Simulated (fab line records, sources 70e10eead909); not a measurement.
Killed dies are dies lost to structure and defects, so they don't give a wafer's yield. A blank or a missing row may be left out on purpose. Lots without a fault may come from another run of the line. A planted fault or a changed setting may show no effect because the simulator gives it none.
Chamber matching | flow nand_harc | NHARC_A_STAIRCASE_ETCH_292 on rie_diel-10: 4 sister chambers
The step etches the open film in CF4/CHF3. 4 wafers are shown with their chamber, then 10 later ones without.

WAFERS WITH THEIR CHAMBER
wafer  | chamber | showerhead_plenum_p_Torr (Torr)
L087.3 | 2       | 1.65
L087.5 | 0       | 1.49
L086.3 | 1       | 1.69
L086.5 | 3       | 1.63

WAFERS WITHOUT THEIR CHAMBER
wafer  | showerhead_plenum_p_Torr (Torr)
L086.6 | 1.49
L090.1 | 1.49
L090.4 | 1.63
L090.6 | 1.68
L092.1 | 1.65
L092.3 | 1.62
L092.4 | 1.68
L096.1 | 1.62
L096.5 | 1.68
L096.6 | 1.48

WHICH CHAMBER EACH WENT THROUGH
wafer  | from the rows above | in truth
L086.6 | 0                   | 0
L090.1 | 0                   | 0
L090.4 | 3                   | 3
L090.6 | 1                   | 1
L092.1 | 2                   | 2
L092.3 | 3                   | 3
L092.4 | 1                   | 1
L096.1 | 3                   | 3
L096.5 | 1                   | 1
L096.6 | 0                   | 0
Placed correctly: 10 of 10. Can't be placed from these rows: 0. Placed wrongly: 0.
How it was worked out, from the rows above alone: a wafer's distance from a chamber is the root of the sum, over the readings, of the square of ((its reading less the chamber's mean) divided by the reading's scatter). The wafer belongs to the nearest chamber; if the next one is less than 2 further off, it can't be placed. A chamber's mean is the mean of its shown wafers. The scatter: with one shown wafer a chamber, the root of the mean of the squares of how far each hidden wafer lies from its nearest shown one.
